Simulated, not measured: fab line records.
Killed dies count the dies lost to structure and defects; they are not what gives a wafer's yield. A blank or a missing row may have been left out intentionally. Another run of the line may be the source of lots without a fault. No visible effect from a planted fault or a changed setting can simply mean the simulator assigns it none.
fab line records	flow n5_finfet
record: lots: 6	wafers: 18	last_day: 18
route steps=1938 shown BEOL_M4@1071 PASSIVATION@1936
lots that met no fault: taken from a fault-free run of the same line
start_h: start of the lot's first displayed wafer, in hours after the record's first day	wait_h: hours elapsed since this lot's preceding step	" identical to the entry in the row above	L1.1+2: a single row standing in for several wafers	- either no value or no given start	* or withheld: withheld	< > ~ a bound
route shown NAME@n: a module of which the file shows steps, and the number in the route of the first	usual: mean/standard deviation of fault-free wafers	same: alike in all rows	chamber/n: place in a boat	sites: readings site by site	_std_site: the values' standard deviation	_edge_site: outer sites' mean less inner sites'	radius_mm: for every site, how far away it sits from the centre of the wafer	mask NAME#n: copy n	behind: the most recent tool/chamber to have shaped the wafer	hold: why the lot went on hold/how many hours it stayed there/how the hold came to an end	device: whichever transistor did not switch (one of n, p or np)	end of line: the tests these same wafers got at the end of their route	where a step has no rows: the recipe by itself	killed: at the first sort, the dies lost to defects and structure; wafer yield is something else	map: the dies of a wafer, with x for killed, . for not killed, _ for no die there
set.NAME: setting as actually run; set.NAME@STEP: the setting as run at that earlier step	model.NAME: the simulator's own value behind a step, which no gauge read
lots at some steps of the route; a table a step, a row a wafer
services: a tool's chamber out of use, with start hour (start_h, from the record's first day; less than 0 if before it), hours out, and reason
== steps ==
step: N5_BEOL_M4_ETCH_41
recipe: chemistry: CH3F/O2	target: SiCN	target_depth_a: 299	taper_deg: 2	time_s: 52.5	ion_energy_ev: 120	mask_material: TiN	pressure_mtorr: 30	source_w: 395	bias_w: 75	Ar_flow_sccm: 150	CH3F_flow_sccm: 30	O2_flow_sccm: 20
usual: drypump_motor_current_A: 5.6/0.53	oes_product_au: 0.78/0.091	rf_vpp_V: 297.3/1.4	showerhead_plenum_p_Torr: 2.01/0.052	throttle_valve_pct: 16.33/0.29
lot.wafer	tool	chamber	start_h	wait_h	drypump_motor_current_A	oes_product_au	rf_hours_counter_h	rf_vpp_V	showerhead_plenum_p_Torr	throttle_valve_pct
L530.2	rie_diel-06	1	-	-	6.4	0.82	85	296.7	2.02	15.88
L530.4	"	2	"	"	5.4	0.95	11	298.9	2.03	16.12
L530.5	"	2	"	"	5.4	0.95	-	297.9	2.03	16.10
L531.1	rie_diel-05	0	-	-	6.3	0.78	126	294.2	1.93	16.28
L531.2	"	2	"	"	5.9	0.83	65	297.1	1.95	16.13
L531.3	"	1	"	"	4.9	0.69	193	298.3	2.01	16.30
L537.2	rie_diel-06	3	-	-	4.8	0.86	57	296.5	1.94	15.81
L537.3	"	2	"	"	5.5	0.92	27	299.2	2.02	16.14
L537.5	"	3	"	"	4.8	0.85	-	296.7	1.94	15.79
L539.4	rie_diel-06	2	-	-	5.4	0.92	29	299.3	2.02	16.16
L539.5	"	0	"	"	5.3	0.72	-	299.2	2.07	16.60
L539.6	"	3	"	"	4.8	0.84	-	297.0	1.94	15.81
L549.2	rie_diel-05	1	-	-	4.9	0.65	238	296.8	2.00	16.38
L549.4	"	1	"	"	4.9	0.65	-	296.8	2.00	16.38
L549.6	"	0	"	"	6.3	0.74	-	294.7	1.92	16.37
L548.3	rie_diel-02	2	-	-	5.1	0.68	247	297.6	2.05	16.59
L548.5	"	3	"	"	5.3	0.86	-	297.8	2.03	16.42
L548.6	"	2	"	"	5.1	0.68	-	299.3	2.05	16.58
step: N5_BEOL_M4_STRIP_97
recipe: chemistry: N2/H2	time_s: 10	power_w: 450	temp_c: 40	pressure_mtorr: 20	rf_frequency_hz: 6e+07	bias_power_w: 7	n2_flow_sccm: 200	h2_flow_sccm: 200
step: N5_BEOL_M4_OCD_MEAS_38
usual: trench_depth_nm: 55.0/1.3
lot.wafer	tool	chamber	start_h	wait_h	trench_depth_nm
L530.2	ocd-01	-	202.61	-	57.0
L530.4	"	-	"	"	58.7
L530.5	"	-	"	"	58.3
L531.1	ocd-01	-	202.64	-	55.5
L531.2	"	-	"	"	54.1
L531.3	"	-	"	"	52.7
L537.2	ocd-02	-	247.36	-	55.6
L537.3	"	-	"	"	56.7
L537.5	"	-	"	"	54.4
L539.4	ocd-01	-	254.66	-	57.1
L539.5	"	-	"	"	54.4
L539.6	"	-	"	"	55.8
L549.2	ocd-02	-	313.95	-	52.5
L549.4	"	-	"	"	53.6
L549.6	"	-	"	"	56.7
L548.3	ocd-02	-	313.99	-	55.5
L548.5	"	-	"	"	56.2
L548.6	"	-	"	"	54.7
step: N5_BEOL_M4_HM_STRIP_39
recipe: chemistry: peroxide_tin_strip	material: TiN	target_depth_a: 250	temp_c: 50	time_s: 158
step: N5_BEOL_M4_SRD_40
recipe: time_s: 30	temp_c: 23	rinse_liquid: diw	dry: ipa_marangoni
step: N5_BEOL_M4_PRECLEAN_42
recipe: chemistry: residue_remover	time_s: 60	temp_c: 40
step: N5_BEOL_M4_SRD_43
recipe: time_s: 30	temp_c: 23	rinse_liquid: diw	dry: ipa_marangoni
step: N5_BEOL_M4_CD_MEAS_35
recipe: target_cd_nm: 18	target_cd_y_nm: 22.4	polarity: opening
usual: cd_nm: 17.9/0.36
lot.wafer	tool	chamber	start_h	wait_h	cd_nm
L530.2	cd_sem-02	-	202.76	0.0	18.4
L530.4	"	-	"	"	18.0
L530.5	"	-	"	"	17.8
L531.1	cd_sem-02	-	202.84	0.0	18.0
L531.2	"	-	"	"	17.6
L531.3	"	-	"	"	18.1
L537.2	cd_sem-01	-	247.51	0.0	17.6
L537.3	"	-	"	"	17.5
L537.5	"	-	"	"	18.1
L539.4	cd_sem-02	-	254.82	0.0	18.3
L539.5	"	-	"	"	18.2
L539.6	"	-	"	"	18.5
L549.2	cd_sem-02	-	314.10	0.0	17.5
L549.4	"	-	"	"	17.4
L549.6	"	-	"	"	17.6
L548.3	cd_sem-01	-	314.18	0.0	18.0
L548.5	"	-	"	"	18.0
L548.6	"	-	"	"	17.9
step: N5_BEOL_M4_DEGAS_44
recipe: ambient: vacuum	temp_c: 250	time_s: 60
step: N5_BEOL_M4_PRE_CLEAN_45
recipe: gas: H2/He	time_s: 30	temp_c: 250
usual: heater_power_w: 330/35
lot.wafer	tool	chamber	start_h	wait_h	heater_power_w
L530.2	pvd_sputter-01	-	203.25	0.0	351
L530.4	"	-	"	"	307
L530.5	"	-	"	"	309
L531.1	pvd_sputter-03	-	203.53	0.0	316
L531.2	"	-	"	"	312
L531.3	"	-	"	"	342
L537.2	pvd_sputter-02	-	248.17	0.0	365
L537.3	"	-	"	"	341
L537.5	"	-	"	"	365
L539.4	pvd_sputter-03	-	255.09	0.0	322
L539.5	"	-	"	"	325
L539.6	"	-	"	"	328
L549.2	pvd_sputter-02	-	314.43	0.0	351
L549.4	"	-	"	"	286
L549.6	"	-	"	"	285
L548.3	pvd_sputter-02	-	314.51	0.0	284
L548.5	"	-	"	"	292
L548.6	"	-	"	"	291
step: N5_BEOL_M4_ALD_84
recipe: material: TaN	target_thk_a: *	temp_c: 275	ald_precursor_family: PDMAT	ald_co_reactant: NH3	pressure_torr: 3	carrier_flow_sccm: 1500	pulse_time_s: 2	purge_time_s: 3	co_reactant_purge_time_s: 2	co_reactant_pulse_time_s: 3	ald_cycles: 30	precursor_vessel_temp_c: 75	precursor_vessel_pressure_torr: 26.25	precursor_vessel_carrier_sccm: 1000
usual: heater_power_w: 394/54	mfc_carrier_sccm: 1500/4.7	precursor_vessel_temp_c: 75.00/0.11
same: purge_time_s: 3
lot.wafer	tool	chamber	start_h	wait_h	heater_power_w	mfc_carrier_sccm	precursor_vessel_temp_c
L530.2	ald_metal-04	2	203.32	0.0	402	1498	74.94
L530.4	"	0	"	"	517	1490	75.07
L530.5	"	0	"	"	518	1497	75.15
L531.1	ald_metal-02	2	203.61	0.1	351	1502	74.95
L531.2	"	1	"	"	384	1498	75.11
L531.3	"	0	"	"	335	1494	75.03
L537.2	ald_metal-01	3	248.26	0.1	452	1500	74.99
L537.3	"	0	"	"	447	1503	75.08
L537.5	"	3	"	"	430	1501	75.00
L539.4	ald_metal-02	0	255.16	0.1	342	1495	74.91
L539.5	"	3	"	"	398	1498	75.05
L539.6	"	2	"	"	351	1496	74.89
L549.2	ald_metal-02	2	314.49	0.0	352	1503	74.99
L549.4	"	1	"	"	390	1500	75.01
L549.6	"	0	"	"	334	1502	74.93
L548.3	ald_metal-04	2	314.57	0.0	414	1494	74.89
L548.5	"	3	"	"	406	1514	74.80
L548.6	"	0	"	"	513	1502	74.91
step: N5_BEOL_M4_SURFACE_TREAT_85
recipe: gas: Ar	time_s: *	ion_energy_ev: *	ion_current_ma_cm2: 0.5	pressure_mtorr: *	ar_flow_sccm: 30
usual: throttle_valve_pct: *
lot.wafer	tool	chamber	start_h	wait_h	throttle_valve_pct
L530.2	pvd_sputter-03	-	203.57	0.1	*
L530.4	"	-	"	"	*
L530.5	"	-	"	"	*
L531.1	pvd_sputter-02	-	204.67	1.0	*
L531.2	"	-	"	"	*
L531.3	"	-	"	"	*
L537.2	pvd_sputter-01	-	248.57	0.2	*
L537.3	"	-	"	"	*
L537.5	"	-	"	"	*
L539.4	pvd_sputter-02	-	255.43	0.2	*
L539.5	"	-	"	"	*
L539.6	"	-	"	"	*
L549.2	pvd_sputter-01	-	314.72	0.1	*
L549.4	"	-	"	"	*
L549.6	"	-	"	"	*
L548.3	pvd_sputter-02	-	314.80	0.1	*
L548.5	"	-	"	"	*
L548.6	"	-	"	"	*
step: N5_BEOL_M4_CVD_47
recipe: material: Co	target_thk_a: 30	temp_c: withheld	precursor: CCTBA/H2	pressure_torr: 30	time_s: 223.8
usual: run_length_s: 247.0/0.63
lot.wafer	tool	chamber	start_h	wait_h	run_length_s
L530.2	cvd_co-01	0	203.65	0.1	246.4
L530.4	"	0	"	"	246.3
L530.5	"	2	"	"	246.6
L531.1	cvd_co-01	2	204.73	0.0	246.4
L531.2	"	1	"	"	247.8
L531.3	"	0	"	"	246.4
L537.2	cvd_co-01	2	248.87	0.3	329.8
L537.3	"	1	"	"	330.5
L537.5	"	2	"	"	329.5
L539.4	cvd_co-01	1	255.61	0.2	331.0
L539.5	"	0	"	"	329.6
L539.6	"	2	"	"	329.7
L549.2	cvd_co-01	2	314.78	0.0	246.3
L549.4	"	2	"	"	247.0
L549.6	"	1	"	"	247.9
L548.3	cvd_co-01	0	314.92	0.1	246.8
L548.5	"	2	"	"	246.2
L548.6	"	0	"	"	246.3
step: N5_BEOL_M4_SPUTTER_48
recipe: material: Cu	target_thk_a: 45	temp_c: -20	chamber_pressure_pa: 0.07	power_w: withheld	time_s: 8.29
usual: throttle_valve_pct: 30.2/0.7
lot.wafer	tool	chamber	start_h	wait_h	throttle_valve_pct
L530.2	pvd_sputter-01	-	203.88	0.2	31.0
L530.4	"	-	"	"	30.8
L530.5	"	-	"	"	29.2
L531.1	pvd_sputter-01	-	205.98	1.2	30.1
L531.2	"	-	"	"	30.9
L531.3	"	-	"	"	29.3
L537.2	pvd_sputter-03	-	249.91	1.0	29.8
L537.3	"	-	"	"	29.2
L537.5	"	-	"	"	29.8
L539.4	pvd_sputter-02	-	255.70	0.0	29.8
L539.5	"	-	"	"	29.8
L539.6	"	-	"	"	30.6
L549.2	pvd_sputter-02	-	314.96	0.1	30.1
L549.4	"	-	"	"	30.7
L549.6	"	-	"	"	29.9
L548.3	pvd_sputter-01	-	315.13	0.1	30.3
L548.5	"	-	"	"	29.1
L548.6	"	-	"	"	30.2
step: N5_BEOL_M4_RC_MEAS_101
usual: DIBL_N: 36.5/2.2	DIBL_P: 36.9/2.9	IOFF_N: 0.17/0.044	IOFF_P: 0.22/0.052	ION_N: 671/16	ION_P: 461/10	SS_N: 71.6/0.73	SS_P: 73.5/0.79	VT_N: 250/4.1	VT_P: -250/4.1
lot.wafer	tool	chamber	start_h	wait_h	DIBL_N[mV/V]	DIBL_P[mV/V]	IOFF_N[nA/um]	IOFF_P[nA/um]	ION_N[uA/um]	ION_P[uA/um]	SS_N[mV/dec]	SS_P[mV/dec]	VT_N[mV]	VT_P[mV]
L530.2	prober-01	0	207.15	0.2	35.7	35.7	0.15	0.22	662	462	70.8	73.3	251	-251
L530.4	"	0	"	"	37.2	37.0	0.17	0.24	678	467	71.6	73.2	250	-248
L530.5	"	0	"	"	36.6	36.8	0.17	0.23	672	456	71.5	73.6	248	-251
L531.1	prober-02	0	209.09	0.0	38.2	39.6	0.18	0.26	680	466	72.3	73.7	249	-248
L531.2	"	0	"	"	34.1	35.2	0.11	0.19	649	460	71.7	72.8	255	-250
L531.3	"	0	"	"	31.5	31.4	0.08	0.13	641	446	70.0	71.7	259	-254
L537.2	prober-02	0	252.93	0.2	39.9	42.9	0.25	0.29	687	461	72.6	75.1	242	-247
L537.3	"	0	"	"	32.7	32.2	0.11	0.14	681	461	70.8	72.2	253	-256
L537.5	"	0	"	"	36.3	38.0	0.16	0.20	672	455	71.3	74.1	249	-251
L539.4	prober-02	0	259.03	0.5	38.6	40.0	0.23	0.27	699	472	72.3	73.7	245	-246
L539.5	"	0	"	"	37.7	37.5	0.20	0.23	671	457	72.1	74.2	247	-246
L539.6	"	0	"	"	38.1	40.1	0.22	0.29	689	473	71.1	74.0	245	-243
L549.2	prober-01	0	317.98	0.2	39.2	40.9	0.21	0.29	694	475	72.2	74.2	245	-246
L549.4	"	0	"	"	36.9	36.9	0.14	0.21	658	456	71.6	73.0	253	-251
L549.6	"	0	"	"	37.1	37.6	0.17	0.21	679	466	72.3	73.8	248	-251
L548.3	prober-02	0	318.53	0.3	41.2	40.4	0.23	0.27	689	464	72.2	74.5	246	-247
L548.5	"	0	"	"	36.9	34.8	0.13	0.17	645	441	71.2	73.5	254	-253
L548.6	"	0	"	"	38.1	36.7	0.14	0.20	657	452	71.9	73.2	254	-252
step: N5_PASSIVATION_PROBE_49
usual: defect_limited_yield: 91.3/1.4	killed_at_M0_to_M3: 36/10	killed_at_M4_up: 13/5.4	killed_at_contacts: 12/5.3	killed_at_front_end: 39/10	killed_at_other: 3.2/2.7	killed_dies: 103/16	killed_open: 68/13	killed_short: 33/6.6	sort_bin_5_function: 5.1/0.92	sort_bin_6_memory: 3.3/0.68	sort_bin_8_speed: 0.1/0.41	sort_n_pass: 1077/17	sort_yield_pct: 91.2/1.4
same: gross_dies: 1180	killed_at_back_side: 0	sort_bin_4_leakage[%]: 0
lot.wafer	tool	chamber	start_h	wait_h	defect_limited_yield[%]	killed_at_M0_to_M3	killed_at_M4_up	killed_at_contacts	killed_at_front_end	killed_at_other	killed_dies	killed_open	killed_short	sort_bin_5_function[%]	sort_bin_6_memory[%]	sort_bin_8_speed[%]	sort_n_pass	sort_yield_pct[%]
L531.1	prober-01	-	323.45	0.0	91.8	26	13	13	42	3	97	65	30	4.9	3.0	0	1083	91.8
L531.2	prober-01	-	323.50	0.1	90.4	61	10	11	30	1	113	84	28	5.5	4.0	0.1	1066	90.3
L531.3	prober-01	-	323.55	0.1	91.2	47	11	11	33	2	104	69	32	5.5	3.2	0.3	1072	90.8
L530.2	prober-01	-	324.72	0.1	90.6	38	17	10	42	4	111	80	29	5.6	3.6	0	1069	90.6
L530.4	prober-01	-	324.82	0.2	92.5	29	14	5	31	9	88	59	29	4.2	2.9	0	1092	92.5
L530.5	prober-01	-	324.87	0.2	92.3	29	13	11	32	6	91	58	31	4.2	3.3	0	1089	92.3
L537.2	prober-01	-	351.64	0.1	90.9	30	15	17	43	2	107	68	37	6.1	2.6	0	1073	90.9
L537.3	prober-01	-	351.69	0.1	92.1	29	19	9	30	6	93	57	33	3.8	3.6	0	1087	92.1
L537.5	prober-01	-	351.79	0.2	91.5	37	15	22	25	1	100	66	32	5.1	3.3	0	1080	91.5
L539.4	prober-01	-	365.76	0.3	91.2	28	21	6	41	8	104	76	21	5.3	2.8	0	1076	91.2
L539.5	prober-01	-	365.81	0.4	89.7	53	20	21	26	2	122	74	45	5.9	4.1	0	1058	89.7
L539.6	prober-01	-	365.86	0.4	90.5	37	18	8	41	8	112	75	31	5.0	4.3	0	1068	90.5
L548.3	prober-01	-	430.82	0.1	93.5	28	11	5	32	1	77	43	34	4.5	1.9	0	1103	93.5
L548.5	prober-01	-	430.92	0.2	93.3	30	4	7	36	2	79	50	29	4.0	2.7	0	1101	93.3
L548.6	prober-01	-	430.97	0.3	92.3	33	9	11	35	3	91	56	28	4.3	2.6	0	1089	92.3
L549.2	prober-01	-	432.45	0.1	87.9	46	10	24	57	6	143	101	40	6.6	5.1	0	1037	87.9
L549.4	prober-01	-	432.55	0.2	87.3	42	11	24	69	4	150	108	42	7.8	4.7	0	1030	87.3
L549.6	prober-01	-	432.65	0.3	90.6	40	15	20	32	4	111	86	23	5.3	3.7	0	1069	90.6
killed by level:class
L531.1 STI_FIN_REVEAL:geometric_particle:open=9 MOL_CONTACT_COAG:geometric_particle:open=9 BEOL_M2:geometric_particle:open=7 FIN_SAQP:geometric_particle:open=5 GATE_CUT:geometric_particle:short=5 BEOL_M1:geometric_particle:open=4 BEOL_M11:geometric_particle:open=4 FIN_SAQP:geometric_particle:short=3
L531.2 BEOL_M2:geometric_particle:open=26 MOL_CONTACT_COAG:geometric_particle:open=11 FIN_SAQP:geometric_particle:short=9 BEOL_M0_SAQP:geometric_particle:short=8 BEOL_M3:geometric_particle:open=7 BEOL_M0_SAQP:geometric_particle:open=6 FIN_SAQP:geometric_particle:open=5 STI_FIN_REVEAL:geometric_particle:open=4
L531.3 BEOL_M2:geometric_particle:open=11 FIN_SAQP:geometric_particle:open=10 BEOL_M0_SAQP:geometric_particle:short=10 MOL_CONTACT_COAG:geometric_particle:open=9 BEOL_M1:geometric_particle:open=7 BEOL_M3:geometric_particle:open=6 BEOL_M0_SAQP:geometric_particle:open=5 FIN_SAQP:geometric_particle:short=4
L530.2 STI_FIN_REVEAL:geometric_particle:open=12 BEOL_M2:geometric_particle:open=12 BEOL_M4:geometric_particle:open=10 BEOL_M0_SAQP:geometric_particle:open=9 MOL_CONTACT_COAG:geometric_particle:open=8 FIN_SAQP:geometric_particle:open=7 STARTING-WAFER:geometric_particle:short=5 BEOL_M3:geometric_particle:open=5
L530.4 FIN_SAQP:geometric_particle:open=12 BEOL_M3:geometric_particle:short=6 BEOL_M3:geometric_particle:open=5 MOL_CONTACT_COAG:geometric_particle:open=5 BEOL_M0:geometric_particle:open=5 BEOL_M4:geometric_particle:open=4 DUMMY_GATE:geometric_particle:open=4 BEOL_M0_SAQP:geometric_particle:short=4
L530.5 FIN_SAQP:geometric_particle:open=9 MOL_CONTACT_COAG:geometric_particle:open=8 BEOL_M0_SAQP:geometric_particle:open=7 BEOL_M2:geometric_particle:open=6 FIN_SAQP:geometric_particle:short=5 DUMMY_GATE:geometric_particle:open=4 BEOL_M3:geometric_particle:short=4 STI_FIN_REVEAL:geometric_particle:open=3
L537.2 MOL_CONTACT_COAG:geometric_particle:open=11 FIN_SAQP:geometric_particle:short=9 FIN_SAQP:geometric_particle:open=9 BEOL_M2:geometric_particle:open=9 STI_FIN_REVEAL:geometric_particle:open=6 MOL_CONTACT_COAG:geometric_particle:short=6 BEOL_M0:geometric_particle:open=5 BEOL_M0_SAQP:geometric_particle:open=5
L537.3 MOL_CONTACT_COAG:geometric_particle:open=8 BEOL_M2:geometric_particle:open=8 FIN_SAQP:geometric_particle:short=6 BEOL_M0_SAQP:geometric_particle:short=6 BEOL_M4:geometric_particle:open=5 FIN_SAQP:geometric_particle:open=4 STI_FIN_REVEAL:geometric_particle:open=4 BEOL_M0_SAQP:geometric_particle:open=4
L537.5 MOL_CONTACT_COAG:geometric_particle:open=18 BEOL_M0_SAQP:geometric_particle:short=9 BEOL_M0:geometric_particle:open=7 BEOL_M2:geometric_particle:open=7 DUMMY_GATE:geometric_particle:open=6 BEOL_M0_SAQP:geometric_particle:open=6 BEOL_M4:geometric_particle:open=6 FIN_SAQP:geometric_particle:open=5
L539.4 BEOL_M4:geometric_particle:open=14 BEOL_M0_SAQP:geometric_particle:open=10 FIN_SAQP:geometric_particle:open=8 HKMG_FIN:area_etch=7 STI_FIN_REVEAL:geometric_particle:open=6 BEOL_M2:geometric_particle:open=5 BEOL_M3:geometric_particle:open=5 DUMMY_GATE:geometric_particle:open=4
L539.5 BEOL_M0_SAQP:geometric_particle:short=15 MOL_CONTACT_COAG:geometric_particle:open=12 FIN_SAQP:geometric_particle:open=11 BEOL_M0_SAQP:geometric_particle:open=11 BEOL_M3:geometric_particle:open=10 MOL_CONTACT_COAG:geometric_particle:short=9 BEOL_M2:geometric_particle:open=8 BEOL_M4:geometric_particle:open=6
L539.6 FIN_SAQP:geometric_particle:open=18 BEOL_M0_SAQP:geometric_particle:open=11 BEOL_M0_SAQP:geometric_particle:short=8 BEOL_M4:geometric_particle:open=8 MOL_CONTACT_COAG:geometric_particle:open=7 FIN_SAQP:geometric_particle:short=5 BEOL_M3:geometric_particle:open=5 BEOL_M2:geometric_particle:open=4
L548.3 BEOL_M0_SAQP:geometric_particle:short=9 BEOL_M0_SAQP:geometric_particle:open=8 ILD0:geometric_particle:short=6 BEOL_M1:geometric_particle:open=6 FIN_SAQP:geometric_particle:open=5 GATE_CUT:geometric_particle:short=5 FIN_SAQP:geometric_particle:short=4 ILD0:geometric_particle:open=4
L548.5 BEOL_M0_SAQP:geometric_particle:short=11 BEOL_M0_SAQP:geometric_particle:open=9 FIN_SAQP:geometric_particle:open=8 ILD0:geometric_particle:open=6 MOL_CONTACT_COAG:geometric_particle:open=5 FIN_SAQP:geometric_particle:short=4 STI_FIN_REVEAL:geometric_particle:open=4 STARTING-WAFER:geometric_particle:short=4
L548.6 MOL_CONTACT_COAG:geometric_particle:open=10 BEOL_M1:geometric_particle:open=10 BEOL_M0_SAQP:geometric_particle:short=9 STI_FIN_REVEAL:geometric_particle:open=7 ILD0:geometric_particle:open=6 BEOL_M0_SAQP:geometric_particle:open=6 HKMG_FIN:area_etch=6 BEOL_M1:geometric_particle:short=5
L549.2 STI_FIN_REVEAL:geometric_particle:open=25 MOL_CONTACT_COAG:geometric_particle:open=20 BEOL_M0_SAQP:geometric_particle:short=10 BEOL_M1:geometric_particle:open=10 BEOL_M0_SAQP:geometric_particle:open=8 BEOL_M2:geometric_particle:open=8 BEOL_M3:geometric_particle:open=6 STI_FIN_REVEAL:geometric_particle:short=5
L549.4 STI_FIN_REVEAL:geometric_particle:open=30 MOL_CONTACT_COAG:geometric_particle:open=21 BEOL_M3:geometric_particle:open=12 STI_FIN_REVEAL:geometric_particle:short=9 FIN_SAQP:geometric_particle:open=8 DUMMY_GATE:geometric_particle:open=7 BEOL_M2:geometric_particle:open=7 BEOL_M0_SAQP:geometric_particle:open=6
L549.6 MOL_CONTACT_COAG:geometric_particle:open=17 STI_FIN_REVEAL:geometric_particle:open=9 BEOL_M2:geometric_particle:open=9 BEOL_M3:geometric_particle:open=9 BEOL_M1:geometric_particle:open=8 BEOL_M5:geometric_particle:open=8 DUMMY_GATE:geometric_particle:open=4 GATE_CUT:geometric_particle:open=4
== services ==
tool	chamber	start_h	hours	kind
cvd_co-01	-	180.76	4.3	pm
rie_diel-05	3	211.18	8.2	repair
rie_diel-05	3	228.10	-	clean
rie_diel-05	3	228.10	-	consumable_replace:esc
rie_diel-05	3	228.10	-	consumable_replace:focus_ring
rie_diel-05	3	228.10	26.0	scheduled_down
rie_diel-05	3	228.10	26.0	vent_cycle
rie_diel-05	1	231.51	7.3	repair
ald_metal-04	-	269.51	0.6	repair
rie_diel-02	0	271.52	9.9	repair
cvd_co-01	-	274.33	0.4	repair
rie_diel-02	0	281.47	-	clean
rie_diel-02	0	281.47	-	consumable_replace:focus_ring
rie_diel-02	0	281.47	15.5	scheduled_down
rie_diel-02	0	281.47	15.5	vent_cycle
rie_diel-02	3	287.60	16.7	repair
cvd_co-01	-	295.95	2.8	pm
ald_metal-01	3	296.26	10.0	repair
== key ==
first_sign: step: N5_BEOL_M4_CVD_47	reading: run_length_s	direction: up	sigmas: 99+	usual: *	struck: *
effect none on later readings
met_at N5_BEOL_M4_CVD_47
struck_wafers L537.2,L537.3,L537.5,L539.4,L539.5,L539.6
onset_between 204.73 248.87
fault: kind: process_parameter_drift	tool: cvd_co-01	chamber: -	onset_h: 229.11	steps: N5_BEOL_M4_CVD_47	channel: time_s	offset: *	shape: step	end_h: 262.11	acts_in: *	stated: *
